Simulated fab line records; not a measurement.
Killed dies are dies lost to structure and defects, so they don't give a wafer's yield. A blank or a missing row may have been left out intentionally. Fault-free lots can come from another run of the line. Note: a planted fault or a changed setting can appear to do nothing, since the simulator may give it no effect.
One fault through the eyes of 2 desks | flow n5Finfet | every desk sees just its own numbers, and what lay behind them comes last

== TOOL OWNER'S DESK, pvdSputter-02 ==
The tool's own readings at N5_BEOL_M4_HM_DEP_02 (deposits TiN, target thk 20 nm): means of the sampled wafers that have a number, for each lot that ran on this tool. A lot is out of limits, marked OUT, if its mean lies more than 4 standard deviations from the usual mean; the brackets give that distance.
Columns: A = throttleValvePct at N5_BEOL_M4_HM_DEP_02, usual 29.7 %
lot  | first seen here | A
L394 | day 10 21:29    | 30.1
L397 | day 11 10:32    | 28.1
L399 | day 11 23:06    | 30.2
This desk's verdict: no lot among the 3 shows anything out of limits.

== METROLOGY DESK ==
What the gauges read, lot by lot, whatever tool the lot ran on: means of the sampled wafers that have a number. A lot is out of limits, marked OUT, if its mean lies more than 4 standard deviations from the usual mean; the brackets give that distance. Of its 13 readings 7 are shown: those that lie furthest out on some lot.
Columns: A = DIBL_N at N5_BEOL_M4_RC_MEAS_101, usual 37.4 mV/V; B = DIBL_P at N5_BEOL_M4_RC_MEAS_101, usual 37.8 mV/V; C = IOFF_P at N5_BEOL_M4_RC_MEAS_101, usual 0.24 nA/um; D = ION_P at N5_BEOL_M4_RC_MEAS_101, usual 467 uA/um; E = SS_N at N5_BEOL_M4_RC_MEAS_101, usual 71.9 mV/dec; F = SS_P at N5_BEOL_M4_RC_MEAS_101, usual 73.6 mV/dec; G = VT_P at N5_BEOL_M4_RC_MEAS_101, usual -248 mV
lot  | first seen here | A    | B    | C    | D   | E    | F    | G
L385 | day 8 06:05     | 36.2 | 36.8 | 0.21 | 460 | 71.7 | 73.5 | -250
L384 | day 8 10:02     | 36.3 | 34.9 | 0.20 | 462 | 71.8 | 73.2 | -251
L393 | day 10 10:23    | 37.6 | 37.3 | 0.26 | 476 | 71.8 | 73.6 | -246
L394 | day 10 22:52    | 40.4 | 42.0 | 0.31 | 474 | 72.6 | 74.5 | -246
L395 | day 11 07:28    | 37.2 | 37.8 | 0.22 | 448 | 71.4 | 73.9 | -252
L397 | day 11 11:37    | 39.7 | 39.1 | 0.28 | 458 | 73.1 | 74.3 | -249
L399 | day 12 00:34    | 40.3 | 42.6 | 0.36 | 474 | 72.4 | 74.7 | -241
L405 | day 14 11:23    | 34.1 | 34.9 | 0.22 | 476 | 71.5 | 73.1 | -247
This desk's verdict: no lot among the 8 shows anything out of limits.

== ALL TOGETHER ==
The tool owner's desk saw nothing out of limits.
The metrology desk saw nothing out of limits.

== WHAT THE SIMULATOR PUT IN ==
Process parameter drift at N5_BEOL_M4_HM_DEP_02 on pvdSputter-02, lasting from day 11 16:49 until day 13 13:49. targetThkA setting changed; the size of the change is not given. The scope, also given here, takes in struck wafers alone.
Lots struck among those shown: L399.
